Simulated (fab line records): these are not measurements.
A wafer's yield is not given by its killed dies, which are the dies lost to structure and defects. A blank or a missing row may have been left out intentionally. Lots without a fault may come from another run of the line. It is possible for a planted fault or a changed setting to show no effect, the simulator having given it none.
Which tool was responsible? ; flow nand_harc ; Sampling: 11 lots, 33 wafers, 4 of 1159 route steps

## WHAT THE GAUGES READ, wafer by wafer
NHARC_A_BONDPAD_OVL_MEAS_35.
lot;measured;on;overlay_x_nm (nm)
L287;day 17 20:07;overlay-01;10 10 10
L290;day 18 09:58;overlay-02;2 2 2
L288;day 18 10:16;overlay-01;3 3 3
L289;day 18 10:55;overlay-02;5 5 6
L292;day 18 15:20;overlay-02;-3 -3 -3
L296;day 19 20:43;overlay-02;0 -1 0
L301;day 20 18:35;overlay-02;65 64 65
L302;day 21 17:55;overlay-01;55 56 56
L305;day 22 01:30;overlay-01;14 14 14
L304;day 22 09:28;overlay-01;6 6 6
L310;day 23 12:57;overlay-01;2 1 2

## WHAT TOOL EACH LOT RAN ON (gives the tool, then ch and the chambers of the sampled wafers, and finally the start)
lot;NHARC_A_M1_DEGAS_29;NHARC_A_M1_PRE_CLEAN_32;NHARC_A_BONDPAD_EXPOSE_06
L287;pvd_sputter-03, day 17 16:27;pecvd-02 ch 0,2, day 17 18:10;krf_scanner-04 ch 0, day 17 19:53
L290;pvd_sputter-02, day 18 06:22;pecvd-01 ch 1,2, day 18 07:58;krf_scanner-02 ch 0, day 18 09:43
L288;pvd_sputter-03, day 18 06:29;pecvd-01 ch 0,1, day 18 08:19;krf_scanner-04 ch 0, day 18 10:01
L289;pvd_sputter-02, day 18 07:11;pecvd-01 ch 0,2, day 18 08:55;krf_scanner-02 ch 0, day 18 10:40
L292;pvd_sputter-01, day 18 11:46;pecvd-02 ch 1,2, day 18 13:26;krf_scanner-02 ch 0, day 18 15:06
L296;pvd_sputter-02, day 19 17:04;pecvd-02 ch 0,2, day 19 18:46;krf_scanner-01 ch 0, day 19 20:29
L301;pvd_sputter-01, day 20 14:58;pecvd-02 ch 0,1,2, day 20 16:38;krf_scanner-04 ch 0, day 20 18:21
L302;pvd_sputter-01, day 21 14:09;pecvd-03 ch 0,1, day 21 15:55;krf_scanner-04 ch 0, day 21 17:40
L305;pvd_sputter-02, day 21 21:57;pecvd-02 ch 0,1,2, day 21 23:34;krf_scanner-02 ch 0, day 22 01:16
L304;pvd_sputter-01, day 22 06:00;pecvd-03 ch 0,1,2, day 22 07:38;krf_scanner-02 ch 0, day 22 09:14
L310;pvd_sputter-02, day 23 09:22;pecvd-01 ch 0,1, day 23 11:08;krf_scanner-02 ch 0, day 23 12:43
- NHARC_A_M1_DEGAS_29: time 60 s.
- NHARC_A_M1_PRE_CLEAN_32: time 12 s.
- NHARC_A_BONDPAD_EXPOSE_06: exposes mask A BPAD.

## THE ANSWER, worked out from the rows above alone
Rule: the usual values come from the lots themselves. The widest of any qualifying gaps counts: lots, ordered by their means at a reading, are off when they make up no more than a third of the lots, leave a main group of 4 or more, and stand apart from it by 3 or more times the standard deviation of that group's means. If all means in a main group match to the digits the tables above print for the reading, that group is not used. A lot without any number at a reading at which 4 lots or more have one is off too. Any other lot the step has rows for is counted as sound.
Off, at NHARC_A_BONDPAD_OVL_MEAS_35 on overlay_x_nm: L301, L302. Main group: mean 4 nm, sd 4.9.
A tool fits if, at a process step before that reading, it ran every lot that is off, and no sound lot after the first of them. Gauges at NHARC_A_BONDPAD_OVL_MEAS_35: tried the same way as those tools. One fits: krf_scanner-04 at NHARC_A_BONDPAD_EXPOSE_06. Its last sound lot is L288 (day 18 10:01), its first lot that is off L301 (day 20 18:21): a fault that began between those two fits.

## WHAT THE SIMULATOR HAD INSERTED
Scanner matching overlay: krf_scanner-04, from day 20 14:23 on, at NHARC_A_BONDPAD_EXPOSE_06. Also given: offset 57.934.
Struck lots among those shown: L301, L302. This agrees with what the rule above found.
